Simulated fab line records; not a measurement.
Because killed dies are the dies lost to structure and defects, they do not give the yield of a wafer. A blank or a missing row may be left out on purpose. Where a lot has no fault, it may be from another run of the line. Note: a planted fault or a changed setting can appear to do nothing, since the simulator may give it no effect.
Lot-split experiment    flow n5Finfet    39 wafers read from 7 lots, route of 1938 steps

## ON THE SPLIT
At N5_BEOL_M4_PECVD_72 (deposits SiO2 from TEOS/O2, target thk 16 nm, time 18 s), the setting timeS was moved away from the recipe's 18 s on 15 of the 39 wafers read, by -37.4% to +38.4%. For the rest of the wafers, this setting stayed at what the recipe calls for.

The split's own step is where the reading is taken.

## THE READING
SiO2_of_BEOL_M4_PECVD_72.thkNm (the simulator's own value, which no gauge read), in nm, at N5_BEOL_M4_PECVD_72 (deposits SiO2 from TEOS/O2, target thk 16 nm, time 18 s). The file does not state a usual value for it. Average 15.9 nm, standard deviation 0.22 nm, over the 24 wafers here run with the recipe.

wafer   tool, chamber at the split  timeS as run, s  against the recipe  SiO2_of_BEOL_M4_PECVD_72.thkNm, nm  against lot-mates on the recipe
L074.1  pecvd-01, 0,1,2             24.23            +34.6%              21.2                                +5.5
L074.4  pecvd-01, 0,1,2             24.23            +34.6%              21.2                                +5.5
L074.5  pecvd-01, 0,1,2             24.23            +34.6%              21.2                                +5.5
L074.2  pecvd-01, 1,2               18               recipe              15.8                                -
L074.3  pecvd-01, 1,2               18               recipe              15.8                                -
L074.6  pecvd-01, 0                 18               recipe              15.6                                -
L075.1  pecvd-04, 2                 18               recipe              16                                  -
L075.2  pecvd-04, 1                 24.92            +38.4%              21.6                                +5.7
L075.3  pecvd-04, 0,2               18               recipe              15.8                                -
L075.5  pecvd-04, 0,2               18               recipe              15.8                                -
L075.4  pecvd-04, 1                 24.92            +38.4%              21.8                                +5.9
L075.6  pecvd-04, 0                 24.92            +38.4%              22                                  +6.1
L082.1  pecvd-02, 1                 18               recipe              15.8                                -
L082.2  pecvd-02, 0                 24.31            +35.1%              21.2                                +5.1
L082.3  pecvd-02, 0                 24.31            +35.1%              21.6                                +5.5
L082.4  pecvd-02, 1                 18               recipe              16.2                                -
L082.5  pecvd-02, 1                 18               recipe              16.2                                -
L082.6  pecvd-02, 0                 24.31            +35.1%              21.8                                +5.7
L086.2  pecvd-01, 1                 18               recipe              15.8                                -
L086.3  pecvd-01, 2                 18               recipe              15.6                                -
L086.5  pecvd-01, 0                 18               recipe              16.2                                -
L083.1  pecvd-02, 0,1,0             11.27            -37.4%              10                                  -5.7
L083.2  pecvd-02, 0,1,0             11.27            -37.4%              10                                  -5.7
L083.5  pecvd-02, 0,1,0             11.27            -37.4%              10                                  -5.7
L083.3  pecvd-02, 2                 18               recipe              15.4                                -
L083.4  pecvd-02, 2                 18               recipe              15.8                                -
L083.6  pecvd-02, 1                 18               recipe              16                                  -
L094.1  pecvd-04, 2,0               18               recipe              15.8                                -
L094.3  pecvd-04, 2,0               18               recipe              15.8                                -
L094.2  pecvd-04, 1                 18               recipe              16                                  -
L094.4  pecvd-04, 2,1,0             18               recipe              16.2                                -
L094.5  pecvd-04, 2,1,0             18               recipe              16.2                                -
L094.6  pecvd-04, 2,1,0             18               recipe              16.2                                -
L097.1  pecvd-02, 0,2               18               recipe              15.8                                -
L097.3  pecvd-02, 0,2               18               recipe              15.8                                -
L097.2  pecvd-02, 1                 14.75            -18.1%              13                                  -2.9
L097.4  pecvd-02, 0,2               14.75            -18.1%              13.2                                -2.7
L097.6  pecvd-02, 0,2               14.75            -18.1%              13.2                                -2.7
L097.5  pecvd-02, 1                 18               recipe              16.2                                -
If several chambers appear in one row, that row covers several wafers at once and the file leaves open which wafer was in which chamber.

THE FIT
A straight line over all 39 wafers: SiO2_of_BEOL_M4_PECVD_72.thkNm changes by +0.156 nm for each +1% of timeS; r = +1.00; the points scatter about the line by 0.21 nm.
The same after taking each lot's own level away (the mean of its wafers on the recipe; 39 wafers): +0.155 nm for each +1%; r = +1.00; scatter 0.18 nm.
Per that fit: largest timeS move, reading shift of 6 nm.
The lots' own levels span 15.73 to 16.07 nm, that is 1.5 times the standard deviation above.
The two slopes are in agreement: the lot-to-lot level therefore moves the slope only a little.
Check: with one of the wafers moved furthest among these (+38.4%) left out of the fit, the line predicts +6 nm for it against its lot-mates. Against them it came out at +5.73 nm.

## ADDITIONAL SPLITS CARRIED BY THESE WAFERS
Note: prior to the reading, these wafers also went through further splits. Each is held against what the fit with the lots' levels taken away leaves over:
other split on the same wafers       wafers away from the commonest value  r with SiO2_of_BEOL_M4_PECVD_72.thkNm (lot level and that fit taken away)
N5_BEOL_M1_ETCH_64 timeS             12                                    +0.20
N5_BEOL_M1_VIA_ETCH_34 targetDepthA  12                                    +0.20

## FILE'S OWN FIT
SiO2_of_BEOL_M4_PECVD_72.thkNm changes by +0.155 nm for each +1% of timeS, r = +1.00.
